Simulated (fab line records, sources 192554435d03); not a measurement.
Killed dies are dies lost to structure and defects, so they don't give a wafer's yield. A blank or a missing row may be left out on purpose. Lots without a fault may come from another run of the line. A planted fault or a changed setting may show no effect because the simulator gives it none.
Which tool did it? | flow n5_finfet | 9 lots, 27 wafers sampled, at 6 steps of a route of 1938

WHAT THE GAUGES READ, wafer by wafer
N5_BEOL_M2_RS_MEAS_58: measures by four-point-probe. Usual: M2_RS 0.70 ohm/sq, standard deviation 0.042.
lot  | measured     | on            | M2_RS (ohm/sq) | flag
L459 | day 6 23:56  | film_metro-02 | 0.84 0.71 0.74 |
L461 | day 7 11:23  | film_metro-01 | 0.76 0.81 0.66 |
L463 | day 7 22:35  | film_metro-01 | 0.72 0.64 0.74 |
L464 | day 8 02:02  | film_metro-02 | 0.74 0.75 0.64 |
L465 | day 8 13:09  | film_metro-02 | 0.70 0.68 0.69 |
L466 | day 8 17:46  | film_metro-02 | 0.69 0.68 0.70 |
L476 | day 11 07:54 | film_metro-02 | 0.70 0.74 0.71 |
L477 | day 11 13:08 | film_metro-02 | 0.64 0.74 0.69 |
L478 | day 11 16:17 | film_metro-02 | 0.68 0.79 0.74 |

N5_BEOL_M2_INSPECT_59: inspects for defects (darkfield). Usual: raw_defect_count 64, standard deviation 22.
lot  | measured     | on                | raw_defect_count | flag
L459 | day 6 23:58  | defect_inspect-01 | 74 55 39         |
L461 | day 7 11:24  | defect_inspect-02 | 71 37 52         |
L463 | day 7 22:37  | defect_inspect-02 | 88 87 110        |
L464 | day 8 02:04  | defect_inspect-02 | 68 46 47         |
L465 | day 8 13:10  | defect_inspect-02 | 83 98 100        |
L466 | day 8 17:47  | defect_inspect-02 | 51 37 48         |
L476 | day 11 07:55 | defect_inspect-01 | 130 83 81        |
L477 | day 11 13:10 | defect_inspect-01 | 33 22 82         |
L478 | day 11 16:19 | defect_inspect-02 | 52 67 37         |

N5_BEOL_M4_RC_MEAS_101. Usual: DIBL_N 37.0 mV/V, standard deviation 2.3; DIBL_P 37.3 mV/V, standard deviation 2.8; IOFF_N 0.17 nA/um, standard deviation 0.046; IOFF_P 0.23 nA/um, standard deviation 0.054; ION_N 675 uA/um, standard deviation 14; ION_P 460 uA/um, standard deviation 9.3; SS_N 71.7 mV/dec, standard deviation 0.73; SS_P 73.6 mV/dec, standard deviation 0.95; VT_N 249 mV, standard deviation 3.9; VT_P -250 mV, standard deviation 3.9.
lot  | measured     | on        | DIBL_N (mV/V)  | DIBL_P (mV/V)  | IOFF_N (nA/um) | IOFF_P (nA/um) | ION_N (uA/um) | ION_P (uA/um) | SS_N (mV/dec)  | SS_P (mV/dec)  | VT_N (mV)   | VT_P (mV)      | flag
L459 | day 7 23:18  | prober-02 | 40.3 37.1 43.8 | 40.9 35.4 44.8 | 0.23 0.15 0.36 | 0.31 0.21 0.42 | 680 676 712   | 471 464 478   | 72.2 71.3 73.7 | 74.8 73.7 76.2 | 243 251 240 | -246 -251 -243 |
L461 | day 8 05:23  | prober-02 | 39.7 36.8 33.8 | 40.0 37.0 34.2 | 0.23 0.16 0.13 | 0.29 0.21 0.18 | 673 670 662   | 460 462 458   | 72.5 71.8 71.0 | 74.6 74.2 72.5 | 247 250 250 | -249 -252 -252 |
L463 | day 9 01:54  | prober-01 | 36.7 36.7 36.5 | 38.7 36.8 38.3 | 0.17 0.16 0.16 | 0.26 0.21 0.25 | 681 671 679   | 475 459 473   | 70.8 71.5 71.2 | 74.1 72.5 73.6 | 248 251 251 | -247 -251 -247 |
L464 | day 9 09:13  | prober-01 | 36.5 34.8 40.1 | 38.2 36.0 43.2 | 0.19 0.14 0.28 | 0.25 0.21 0.37 | 691 653 701   | 469 455 483   | 72.1 71.9 72.7 | 73.1 71.4 74.5 | 246 251 242 | -247 -248 -242 |
L465 | day 9 08:11  | prober-02 | 35.3 38.5 39.3 | 36.6 39.5 40.8 | 0.15 0.22 0.23 | 0.19 0.25 0.27 | 670 703 706   | 458 474 471   | 71.4 72.1 72.3 | 73.1 73.8 74.8 | 253 245 248 | -255 -251 -249 |
L466 | day 9 17:25  | prober-01 | 38.8 38.9 37.1 | 39.2 40.6 38.9 | 0.20 0.21 0.19 | 0.20 0.22 0.21 | 683 690 679   | 455 460 456   | 72.3 72.4 71.8 | 74.2 74.7 74.2 | 248 246 247 | -256 -253 -255 |
L476 | day 12 22:21 | prober-02 | 33.5 36.2 37.3 | 30.7 35.0 35.0 | 0.10 0.14 0.16 | 0.13 0.18 0.18 | 640 664 666   | 440 452 448   | 71.0 71.2 72.1 | 72.3 73.1 73.3 | 257 250 250 | -258 -254 -253 |
L477 | day 12 22:43 | prober-01 | 32.3 36.5 32.7 | 33.6 38.5 34.1 | 0.11 0.18 0.12 | 0.14 0.20 0.14 | 657 679 663   | 445 458 449   | 71.2 72.3 71.1 | 72.2 73.7 72.2 | 256 249 254 | -257 -252 -258 |
L478 | day 13 00:56 | prober-02 | 36.2 37.1 35.3 | 33.2 35.2 33.1 | 0.15 0.17 0.13 | 0.18 0.21 0.18 | 670 676 677   | 456 454 466   | 71.6 71.7 70.6 | 72.5 72.8 73.1 | 253 250 252 | -253 -253 -250 |

WHICH TOOL RAN EACH LOT (tool, then ch and the chambers of the sampled wafers, then the start)
lot  | N5_BEOL_M2_PECVD_72             | N5_BEOL_M2_ANNEAL_87         | N5_BEOL_M2_CMP_52
L459 | pecvd-03 ch 0,1,2, day 6 09:44  | pvd_sputter-03, day 6 19:53  | cmp-01 ch 0,3, day 6 23:11
L461 | pecvd-03 ch 1,2, day 7 00:16    | pvd_sputter-01, day 7 09:19  | cmp-02 ch 0,1,3, day 7 10:52
L463 | pecvd-03 ch 0,1,2, day 7 15:19  | pvd_sputter-02, day 7 20:29  | cmp-03 ch 1,2,3, day 7 22:02
L464 | pecvd-03 ch 1,2, day 7 16:44    | pvd_sputter-02, day 7 23:59  | cmp-02 ch 0,2,3, day 8 01:29
L465 | pecvd-03 ch 0,1, day 7 23:27    | pvd_sputter-03, day 8 08:31  | cmp-03 ch 1,3, day 8 12:35
L466 | pecvd-03 ch 0,1,2, day 8 02:21  | pvd_sputter-02, day 8 15:40  | cmp-01 ch 0,1,2, day 8 17:16
L476 | pecvd-02 ch 1,2, day 11 00:24   | pvd_sputter-01, day 11 05:43 | cmp-02 ch 0,1, day 11 07:16
L477 | pecvd-03 ch 0,1, day 11 01:14   | pvd_sputter-02, day 11 10:59 | cmp-01 ch 0,2,3, day 11 12:37
L478 | pecvd-03 ch 0,1,2, day 11 04:08 | pvd_sputter-03, day 11 14:13 | cmp-01 ch 0,2, day 11 15:44
- N5_BEOL_M2_PECVD_72: deposits SiO2 from TEOS/O2, target thk 16 nm, time 18 s.
- N5_BEOL_M2_ANNEAL_87: time 240 s.
- N5_BEOL_M2_CMP_52: polishes, stops on SiOC, t overpolish 6.8 s, target thk 40 nm.

WHAT THE TOOLS THEMSELVES READ (means of the sampled wafers that have a number; where no wafer has one, the mark that the record gives instead)
N5_BEOL_M2_PECVD_72. Usual: chamber_pressure_Torr 5.500 Torr, standard deviation 0.011; heater_power_w 748 W, standard deviation 75; showerhead_plenum_p_Torr 8.79 Torr, standard deviation 0.063; throttle_valve_pct 22.6 %, standard deviation 0.7.
lot  | tool     | chamber_pressure_Torr (Torr) | heater_power_w (W) | showerhead_plenum_p_Torr (Torr) | throttle_valve_pct (%) | flag
L459 | pecvd-03 | 5.498                        | 761                | 8.77                            | 22.4                   |
L461 | pecvd-03 | 5.509                        | 750                | 8.74                            | 22.6                   |
L463 | pecvd-03 | 5.492                        | 725                | 8.77                            | 22.3                   |
L464 | pecvd-03 | 5.498                        | 695                | 8.75                            | 22.7                   |
L465 | pecvd-03 | 5.508                        | 673                | 8.79                            | 22.5                   |
L466 | pecvd-03 | 5.501                        | 701                | 8.77                            | 22.3                   |
L476 | pecvd-02 | 5.496                        | 848                | 8.75                            | 22.9                   |
L477 | pecvd-03 | 5.498                        | 798                | 8.79                            | 22.6                   |
L478 | pecvd-03 | 5.491                        | 711                | 8.76                            | 21.9                   |

N5_BEOL_M2_ANNEAL_87. Usual: heater_power_w 914 W, standard deviation 89.
lot  | tool           | heater_power_w (W) | flag
L459 | pvd_sputter-03 | 930                |
L461 | pvd_sputter-01 | 982                |
L463 | pvd_sputter-02 | 943                |
L464 | pvd_sputter-02 | 876                |
L465 | pvd_sputter-03 | 968                |
L466 | pvd_sputter-02 | 957                |
L476 | pvd_sputter-01 | 981                |
L477 | pvd_sputter-02 | 937                |
L478 | pvd_sputter-03 | 979                |

N5_BEOL_M2_CMP_52. Usual: barrier_field_endpoint_s 24.2 s, standard deviation 0.69; motor_current_A 6.1 A, standard deviation 0.67; overpolish_run_s 6.799 s, standard deviation 0.0095.
lot  | tool   | barrier_field_endpoint_s (s) | motor_current_A (A) | overpolish_run_s (s) | flag
L459 | cmp-01 | 23.5                         | 5.9                 | 6.799                |
L461 | cmp-02 | 24.4                         | 6.6                 | 6.799                |
L463 | cmp-03 | 24.8                         | 6.1                 | 6.803                |
L464 | cmp-02 | 24.4                         | 6.4                 | 6.796                |
L465 | cmp-03 | 34.6                         | 6.2                 | 2.991                | OFF
L466 | cmp-01 | 34.5                         | 6.0                 | 3.087                | OFF
L476 | cmp-02 | 23.2                         | 7.1                 | 6.798                |
L477 | cmp-01 | 24.1                         | 5.9                 | 6.809                |
L478 | cmp-01 | 23.9                         | 5.7                 | 6.804                |

THE ANSWER, worked out from the rows above alone
Rule: a lot is off if the mean of its wafers that have a number lies more than 3 standard deviations from the usual mean. A lot without any number at a reading at which 4 lots or more have one is off too. The other lots that the step has rows for count as sound. The gauges are gone through in route order, then the tools' own readings, and for those a lot's mean is taken as printed above. The first step at which some lot is off is used, and at that step the reading that is off furthest; a lot without a number counts as furthest.
Off: L465, L466, at N5_BEOL_M2_CMP_52 (overpolish_run_s).
A tool fits if, at that step or a process step before it, it ran every lot that is off, and no sound lot after the first of them. None of those tried fits.

WHAT THE SIMULATOR HAD PUT IN
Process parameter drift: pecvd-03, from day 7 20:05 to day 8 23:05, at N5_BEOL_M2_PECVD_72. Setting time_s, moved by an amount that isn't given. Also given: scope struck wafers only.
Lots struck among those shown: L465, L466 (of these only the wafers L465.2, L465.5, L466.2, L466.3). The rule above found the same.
